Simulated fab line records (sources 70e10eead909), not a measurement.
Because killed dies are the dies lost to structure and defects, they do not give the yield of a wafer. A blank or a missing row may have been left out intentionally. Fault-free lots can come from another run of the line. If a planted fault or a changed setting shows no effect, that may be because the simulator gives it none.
Comparing a struck lot with a sound one    flow nand_harc    15 out of 1302 route steps
Sound: wafers L647.2, L647.3, L647.4. Struck: wafer L646.3 (left out: L646.1, L646.4 of the same lot, which were not struck); the cause appears at the end.
Per side, at each step with rows, come the tool, then ch with its chambers, and then its first start. Under that, the readings that differ: sound wafers    struck wafers    difference of the means    sigmas: that difference in standard deviations of wafers without a fault.
alike: a reading whose means differ by less than 2 such deviations, as well as words and numbers matching on both sides. not compared: withheld readings; readings where some wafer has no value; bounds like >300 that might hide an equal value; numbers whose values overlap and for which the record gives no deviation.
Wherever a step has rows on one side only, a row that says differs or no value, or a row with sigmas, the two part there. Non-overlapping numbers with no deviation appear without sigmas and do not part them. A reading that every wafer of one side lacks parts them only if that side has two wafers or more.

first, 2 steps without rows for these wafers: NHARC_P_GATE_PEB_09 (peb time 85 s); NHARC_P_GATE_DEVELOP_10 (time 70 s).
NHARC_P_GATE_CD_MEAS_11: target cd 1640 nm.
  sound on cd_sem-01 ch 0, day 9 19:05; struck on cd_sem-03 ch 0, day 9 11:44
  alike: cd_nm
then, 1 step without rows for these wafers: NHARC_P_GATE_HARDBAKE_12 (time 80 s).
NHARC_P_GATE_DESCUM_13: chemistry O2, time 3 s.
  sound on rie_diel-06 ch 0,1,3, day 9 19:15; struck on rie_diel-11 ch 3, day 9 11:55
reading                 sound  struck  difference  sigmas
rf_hours_counter_h (h)  3 3 3  8       +5          
  alike: drypump_motor_current_A, oes_product_au, rf_vpp_V, showerhead_plenum_p_Torr, throttle_valve_pct
then, 6 steps without rows for these wafers: NHARC_P_GATE_ETCH_14 (etches SiO2 in dHF, target depth 48.8 nm); NHARC_P_GATE_STRIP_15 (strips in SPM, time 780 s); NHARC_P_GATE_PRECLEAN_71 (cleans in SC1); NHARC_P_GATE_SRD_72; NHARC_P_GATE_OXIDE_16 (material SiO2, target thk 3 nm, ox time 392 s); NHARC_P_GATE_CVD_17 (deposits poly-Si, target thk 150 nm, time 900 s).
NHARC_P_GATE_HM_DEP_102: deposits aC, target thk 120 nm.
  sound on acl_dep-03 ch 0, day 10 11:02; struck on acl_dep-03 ch 0, day 10 01:21
  alike: throttle_valve_pct
NHARC_P_GATE_DEP_103: deposits SiON, target thk 30 nm.
  sound on pecvd-03 ch 0,1,2, day 10 11:35; struck on pecvd-01 ch 1, day 10 02:01
reading             sound              struck  difference  sigmas
rf_fwd_power_W (W)  348.0 348.2 348.6  294.8   -53.5       -49
  alike: heater_power_w
then, 1 step without rows for these wafers: NHARC_P_GATE_DEHYDRATE_18 (time 120 s).
-- record jumps: 20 days between struck wafers' starts before vs after; left off in module P_GATE, resumes in module END, first step shown is number 1302 of the route --
NHARC_END_SORT_01:
  sound on prober-02 ch 0, day 29 17:01; struck on prober-01 ch 0, day 29 17:49
  alike: killed_at_array, killed_at_other, killed_at_periphery, killed_dies, killed_open, killed_short

WHERE THEY PART
NHARC_P_GATE_DEP_103 only, going by this record. Later steps at which nothing parts them and some readings are alike: NHARC_END_SORT_01.

WHY: the cause the simulator had injected
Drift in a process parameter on pecvd-01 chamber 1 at NHARC_P_GATE_DEP_103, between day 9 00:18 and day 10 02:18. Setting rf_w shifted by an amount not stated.
